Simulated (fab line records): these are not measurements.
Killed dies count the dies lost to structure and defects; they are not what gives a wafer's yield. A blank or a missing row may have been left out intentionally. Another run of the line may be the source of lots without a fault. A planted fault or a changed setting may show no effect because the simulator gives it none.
Chamber matching ; flow nand harc ; NHARC_A_STAIRCASE_ETCH_253 on rie diel-13 has 4 sister chambers
The step etches the open film in C4F8/O2, target depth 50 nm, time 20.2 s. 30 wafers are shown with their chamber, then 12 later ones without.

WAFERS PAIRED WITH THEIR CHAMBERS
wafer;chamber;rf vpp V (V);oes product au (a.u.)
L078.1;2;898;0.918
L078.3;3;897;0.935
L078.4;0;898;0.904
L079.1;1;903;0.977
L079.2;2;896;0.972
L079.3;3;896;0.969
L083.2;3;897;0.927
L083.3;0;899;0.920
L083.6;2;896;0.926
L084.3;1;904;0.974
L084.5;2;897;0.962
L084.6;3;896;0.992
L086.2;1;903;0.926
L086.5;0;899;0.917
L086.6;1;903;0.922
L085.3;0;899;0.928
L085.4;2;896;0.938
L085.5;1;905;0.933
L087.3;0;897;0.943
L087.5;1;903;0.938
L087.6;0;899;0.937
L089.1;0;897;0.942
L089.4;2;896;0.952
L089.5;2;898;0.953
L091.3;2;896;0.991
L091.4;1;903;0.969
L091.5;1;903;0.980
L093.1;2;897;0.972
L093.5;2;895;0.962
L093.6;3;896;0.970

SIGNATURES (averages over the wafers above)
reading;chamber 0;chamber 1;chamber 2;chamber 3;scatter within a chamber
rf vpp V;898.29;903.38;896.50;896.40;0.855
oes product au;0.92729;0.95237;0.95460;0.95860;0.0223
Rule: distance of a wafer from a chamber = root of the sum over the readings of ((wafer's reading minus chamber's mean) / reading's scatter) squared. If the next closest chamber is less than 2 further off than the closest, the wafer can't be placed; otherwise it belongs to the closest. The scatter: take each reading less its chamber's mean, square it, sum over the shown wafers, divide by the number of wafers less the number of chambers, and take the root.

WAFERS WITH NO CHAMBER GIVEN
wafer;rf vpp V (V);oes product au (a.u.)
L094.1;896;0.986
L094.2;902;0.967
L094.5;897;0.956
L096.2;895;0.934
L096.3;896;0.932
L096.4;897;0.919
L095.2;896;0.930
L095.4;898;0.923
L095.5;902;0.919
L097.2;898;0.971
L097.3;902;0.945
L097.6;902;0.943

EACH ONE'S CHAMBER
wafer;from the rows above;in truth
L094.1;can't be placed: 3 or 2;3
L094.2;1;1
L094.5;can't be placed: 2 or 3 or 0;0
L096.2;can't be placed: 3 or 2 or 0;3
L096.3;can't be placed: 2 or 3 or 0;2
L096.4;can't be placed: 0 or 2 or 3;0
L095.2;can't be placed: 2 or 3 or 0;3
L095.4;can't be placed: 0 or 2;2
L095.5;1;1
L097.2;can't be placed: 2 or 3 or 0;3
L097.3;1;1
L097.6;1;1
Correctly placed: 4 of 12. Cannot be placed on the basis of these rows: 8; the candidates contain the true chamber in 8. Wrongly placed: 0.
